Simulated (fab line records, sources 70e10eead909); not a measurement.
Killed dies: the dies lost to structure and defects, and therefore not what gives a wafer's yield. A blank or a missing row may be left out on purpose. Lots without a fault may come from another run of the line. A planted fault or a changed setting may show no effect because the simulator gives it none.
A struck lot beside a sound one + flow nandHarc + 14 out of 1302 route steps
Sound: the wafers L236.1, L236.4, L236.5. Wafers L243.2, L243.4, L243.5 were the ones struck. At the end, the cause is stated.
Order at every step that has rows: each side's tool, ch and its chambers, its first start. Under that, the readings that differ: sound wafers + struck wafers + difference of the means + sigmas: that difference in standard deviations of wafers without a fault.
alike: words and numbers the same on both sides, and readings whose means are apart by under 2 such deviations; not compared: readings that were withheld, readings missing a value for some wafer, numbers with overlapping values and no deviation given by the record, and bounds like >300 which may hide the same value.
Wherever a step has rows on one side only, a row that says differs or no value, or a row with sigmas, the two part there. When numbers do not overlap yet have no deviation, they are printed without sigmas and do not part them. Lack of a reading on every wafer of one side parts them only where that side has two or more wafers.

NHARC_A_CONTACT_ETCH_122: etches the open film in C4F8/O2/Ar, time 190 s, target depth 1850 nm.
  sound on harCapEtch-01 ch 0,1, day 23 04:54; struck on harCapEtch-03 ch 1, day 26 09:57
  alike: chamberPressureMTorr
  not compared: rfHoursCounterH
NHARC_A_CONTACT_ETCH_123: etches the open film in C4F8/O2/Ar, time 490 s, target depth 2110 nm.
  sound on harCapEtch-01 ch 0,1, day 23 05:04; struck on harCapEtch-03 ch 1, day 26 10:07
  alike: chamberPressureMTorr
  not compared: rfHoursCounterH
then, 1 step without rows for these wafers: NHARC_A_CONTACT_ETCH_90 (etches the open film in CH3F/O2, target depth 40 nm, time 85.7 s).
NHARC_A_CONTACT_ETCH_96: etches the open film in C4F6/O2, target depth 20 nm, time 10 s.
  sound: rieDiel-04 ch 0,2; struck: rieDiel-08 ch 1,3
  alike: c4f6FlowSccm, chamberPressureMTorr, drypumpMotorCurrentA, oesProductAu, rfVppV, showerheadPlenumPTorr, throttleValvePct
  not compared: rfHoursCounterH
NHARC_A_CONTACT_CD_MEAS_53:
  sound on cdSem-01, day 23 06:16; struck on cdSem-03, day 26 11:21
  alike: cdNm
then, 4 steps without rows for these wafers: NHARC_A_CONTACT_STRIP_99 (strips in N2/H2); NHARC_A_CONTACT_STRIP_100 (strips in CF4/CHF3); NHARC_A_CONTACT_STRIP_101 (strips in O2/COS); NHARC_A_CONTACT_ETCH_102 (etches the open film in CF4/O2, target depth 100 nm, overetch 10 nm, time 55 s).
NHARC_A_CONTACT_STRIP_55: strips in O2.
  sound: rieDiel-04 ch 1,2; struck: rieDiel-08 ch 0,1,3
  alike: chamberPressureMTorr, drypumpMotorCurrentA, oesProductAu, rfVppV, showerheadPlenumPTorr, throttleValvePct
  not compared: rfHoursCounterH
then, 1 step without rows for these wafers: NHARC_A_CONTACT_STRIP_56 (strips in post etch residue remover, time 600 s).
NHARC_A_CONTACT_DEP_57: deposits aC, target thk 5300 nm.
  sound on aclDep-02 ch 0, day 23 09:41; struck on aclDep-01 ch 0, day 26 16:05
| reading            | sound | struck               | difference                   | sigmas |
|--------------------|-------|----------------------|------------------------------|--------|
| susceptorTempC (C) | - - - | 399.66 399.65 399.87 | no value on the sound wafers |        |
  alike: throttleValvePct
NHARC_A_CONTACT_DEP_58: deposits SiON, target thk 90 nm.
  sound on pecvd-04 ch 0,1, day 23 12:52; struck on pecvd-04 ch 0,1, day 26 18:55
  no value came back on the struck wafers for any of 5 readings (chamberPressureTorr (Torr), heaterPowerOuterW (W) and others); on the sound wafers chamberPressureTorr (Torr) reads 3.498 3.508 3.503
  not compared: sinceWetCleanH
then, 1 step without rows for these wafers: NHARC_A_CONTACT_DEHYDRATE_59 (time 120 s).

WHERE THEY PART
First at NHARC_A_CONTACT_DEP_57; last, within this record, at NHARC_A_CONTACT_DEP_58.

WHY: whatever the simulator had introduced
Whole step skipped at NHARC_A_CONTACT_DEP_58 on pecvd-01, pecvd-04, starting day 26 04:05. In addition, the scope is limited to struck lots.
